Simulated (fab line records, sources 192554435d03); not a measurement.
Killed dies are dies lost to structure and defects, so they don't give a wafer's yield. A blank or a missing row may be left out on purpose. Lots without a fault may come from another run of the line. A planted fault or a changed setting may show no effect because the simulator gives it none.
A struck lot beside a sound one | flow n5_finfet | 43 steps out of a route of 1938
Sound: wafers L664.1, L664.4, L664.6. Struck: wafer L671.2. (L671.4, L671.5 of the same lot were not struck and are left out.) The cause comes at the end.
At each step with rows: each side's tool, then ch and its chambers, then its first start. Under that, the readings that differ: sound wafers | struck wafers | difference of the means | sigmas: that difference in standard deviations of wafers without a fault.
alike: readings whose means differ by less than 2 such deviations, and words and numbers that are the same on both sides. not compared: withheld readings, readings that some wafer has no value for, bounds like >300 that may hide the same value, and numbers for which the record gives no deviation and whose values overlap.
The two part at a step that has a row with sigmas, a row that says differs or no value, or rows on one side only. Numbers that don't overlap but have no deviation are shown without sigmas and don't part them. A reading that every wafer of one side lacks parts them only if that side has two wafers or more.

first, 5 steps without rows for these wafers: N5_SD_EPI_P_STRIP_38 (strips in N2/H2); N5_SD_EPI_P_ETCHBACK_46 (etches SiNx in CH3F/O2, stops on SiO2, target depth 17.5 nm); N5_SD_EPI_P_ETCH_47 (etches SiOCN in CH3F/O2, target depth 25 nm); N5_SD_EPI_P_ETCH_16 (etches SiO2 in CHF3/O2, target depth 5 nm); N5_SD_EPI_P_STRIP_50 (strips in CHF3/O2).
N5_SD_EPI_P_SD_RECESS_17: chemistry HBr/Cl2/O2, target depth 39.1 nm, bt time 3 s.
  sound on rie_si-01 ch 1,2,3, day 3 16:48; struck on rie_si-01 ch 2, day 5 08:26
  alike: drypump_motor_current_A, he_backside_leak_sccm, oes_product_au, throttle_valve_pct
  not compared: rf_hours_counter_h
then, 6 steps without rows for these wafers: N5_SD_EPI_P_WET_ETCH_45 (etches SiO2 in dHF, time 10.7 s, target depth 2 nm, rinse time 30 s); N5_SD_EPI_P_STRIP_40 (strips in N2/H2); N5_SD_EPI_P_PRECLEAN_52 (cleans in O3/DIW, time 60 s); N5_SD_EPI_P_SRD_20 (time 30 s); N5_SD_EPI_P_PRECLEAN_51 (cleans in NF3:NH3, afs cycles 1, time 20 s, sublimation time 60 s); N5_SD_EPI_P_VAPOR_ETCH_44 (etches SiGe30 in NF3/Ar, time 3.3 s).
N5_SD_EPI_P_EPI_21: deposits SiGe:B, time 355 s.
  sound on epi_rpcvd-01 ch 0, day 3 17:28; struck on epi_rpcvd-02 ch 0, day 5 09:27
  reading                                     | sound          | struck | difference | sigmas
  epi_growth_time_s (s)                       | 355 355 355    | 465.84 | +110.84    |
  model.SiGe-B_of_SD_EPI_P_EPI_21.thk_nm (nm) | 60.4 60.8 61.2 | 73.8   | +13.0      |
N5_SD_EPI_P_EPI_MEAS_23:
  sound on film_metro-01, day 3 19:39; struck on film_metro-02, day 5 11:17
  reading     | sound          | struck | difference | sigmas
  thk_nm (nm) | 58.9 63.4 61.3 | 74.0   | +12.8      | +11
then, 6 steps without rows for these wafers: N5_SD_EPI_P_HM_STRIP_48 (strips SiNx in H3PO4, material SiNx, target depth 3 nm); N5_SD_EPI_P_SRD_49 (time 30 s); N5_SD_EPI_P_PRECLEAN_24 (cleans in O3/DIW, time 45 s); N5_SD_EPI_P_PRECLEAN_32 (cleans in dHF, time 10 s); N5_SD_EPI_P_PRECLEAN_33 (cleans in SC2, time 45 s); N5_SD_EPI_P_SRD_25 (time 30 s).
N5_SD_EPI_P_INSPECT_26: inspects for defects (darkfield).
  sound on defect_inspect-01, day 3 19:50; struck on defect_inspect-01, day 5 11:28
  alike: raw_defect_count
then, 2 steps without rows for these wafers: N5_SD_ACTIVATION_RTA_00 (time 0 s); N5_SD_ACTIVATION_LSA_01 (time 0.0008 s).
N5_SD_ACTIVATION_RS_MEAS_03: measures by four-point-probe.
  sound on film_metro-01, day 3 20:20; struck on film_metro-01, day 5 11:55
  reading          | sound          | struck | difference | sigmas
  RS_SD_P (ohm/sq) | 56.2 55.8 55.1 | 46.2   | -9.5       | -14
  alike: RS_SD_N
N5_SD_ACTIVATION_INSPECT_02: inspects for defects (darkfield).
  sound on defect_inspect-02, day 3 20:40; struck on defect_inspect-02, day 5 12:13
  alike: raw_defect_count
then, 3 steps without rows for these wafers: N5_ILD0_LINER_00 (material SiNx, target thk 4 nm, pulse time 1 s, purge time 2 s); N5_ILD0_FCVD_FILL_01 (material SiO2 flowable, target thk 200 nm, time 328.3 s); N5_ILD0_CURE_02 (time 1800 s).
N5_ILD0_CMP_03: polishes, stops on SiNx, t overpolish 1.9 s, target thk 197.38 nm.
  sound on cmp-04 ch 0,1, day 3 23:28; struck on cmp-03 ch 2, day 5 14:58
  reading                 | sound             | struck | difference | sigmas
  edge_zone_pressure_frac | 1.005 1.004 0.998 | 0.992  | -0.010     | -3
  alike: motor_current_A, overpolish_run_s, slurry_flow_ml_min, time_to_endpoint_s
N5_ILD0_THK_MEAS_04:
  sound on film_metro-01, day 3 23:46; struck on film_metro-02, day 5 15:16
  alike: thk_nm
then, 1 step without rows for these wafers: N5_ILD0_CMP_07 (polishes SiO2 flowable, stops on poly-Si, t overpolish 1.18 s, target thk 138.88 nm).
N5_ILD0_THK_MEAS_08:
  sound on film_metro-01, day 4 00:05; struck on film_metro-02, day 5 15:35
  reading     | sound             | struck | difference | sigmas
  thk_nm (nm) | 137.6 137.9 136.7 | 139.9  | +2.5       | +3
then, 1 step without rows for these wafers: N5_ILD0_PRECLEAN_10 (cleans in NF3:NH3, afs cycles 5, time 20 s, sublimation time 60 s).
N5_ILD0_ALD_15: deposits SiNx, target thk 24 nm, pulse time 1 s, ald cycles 480.
  sound on ald_sin-02 ch 0,1,2, day 4 00:48; struck on ald_sin-02 ch 2, day 5 16:19
  alike: heater_power_w, precursor_pulse_height_rel
N5_ILD0_CMP_12: polishes SiNx, stops on poly-Si, t overpolish 6 s, target thk 17.67 nm.
  sound on cmp-02 ch 0,1, day 4 03:00; struck on cmp-04 ch 2, day 5 18:35
  reading              | sound             | struck | difference | sigmas
  overpolish_run_s (s) | 5.988 6.016 6.001 | 5.978  | -0.024     | -3
  alike: edge_zone_pressure_frac, motor_current_A, slurry_flow_ml_min, time_to_endpoint_s
N5_ILD0_THK_MEAS_13:
  sound on film_metro-02, day 4 03:18; struck on film_metro-02, day 5 18:48
  alike: thk_nm
N5_ILD0_INSPECT_06: inspects for defects (darkfield).
  sound on defect_inspect-02, day 4 03:19; struck on defect_inspect-01, day 5 18:50
  alike: raw_defect_count
N5_SDB_HM_DEP_00: deposits SiNx from SiH4/NH3/N2, target thk 40 nm, time 35.3 s.
  sound on pecvd-03 ch 0,1,2, day 4 03:22; struck on pecvd-04 ch 1, day 5 18:52
  reading            | sound       | struck | difference | sigmas
  heater_power_w (W) | 696 649 692 | 991    | +312       | +3
  alike: showerhead_plenum_p_Torr, throttle_valve_pct
then, 3 steps without rows for these wafers: N5_SDB_COAT_03 (time 60 s, resist thk 100 nm); N5_SDB_COAT_04 (time 60 s, resist thk 18 nm); N5_SDB_COAT_05 (resist thk 90 nm).
N5_MOL_CONTACT_COAG_ETCH_110: etches Si in CF4/O2, target depth 2.5 nm, time 8 s.
  sound on rie_diel-04 ch 1,2, day 5 03:02; struck on rie_diel-01 ch 2, day 6 20:23
  reading                                     | sound             | struck | difference | sigmas
  rf_vpp_V (V)                                | 124.7 127.1 124.9 | 129.1  | +3.5       | +3
  model.SiGe-B_of_SD_EPI_P_EPI_21.thk_nm (nm) | 57.6 57.8 58.4    | 70.4   | +12.5      |
  alike: drypump_motor_current_A, oes_product_au, showerhead_plenum_p_Torr, throttle_valve_pct
  not compared: rf_hours_counter_h
-- the record jumps here: 3 days lie between the struck wafers' starts before and after (it left off in module MOL_CONTACT_COAG and takes up again in module BEOL_M4, whose first step shown is number 1111 of the route) --
N5_BEOL_M4_RC_MEAS_101:
  sound on prober-01 ch 0, day 8 08:08; struck on prober-02 ch 0, day 9 14:28
  reading          | sound          | struck | difference | sigmas
  DIBL_P (mV/V)    | 36.0 38.1 38.9 | 33.1   | -4.6       | -3
  RS_SD_P (ohm/sq) | 66.1 66.5 65.5 | 54.0   | -12.0      | -14
  SS_P (mV/dec)    | 73.5 73.9 73.5 | 72.3   | -1.3       | -3
  alike: DIBL_N, IOFF_N, IOFF_P, ION_N, ION_P, SS_N, VT_N, VT_P

WHERE THEY PART
First at N5_SD_EPI_P_EPI_MEAS_23; last, within this record, at N5_BEOL_M4_RC_MEAS_101.

WHY: what the simulator had put in
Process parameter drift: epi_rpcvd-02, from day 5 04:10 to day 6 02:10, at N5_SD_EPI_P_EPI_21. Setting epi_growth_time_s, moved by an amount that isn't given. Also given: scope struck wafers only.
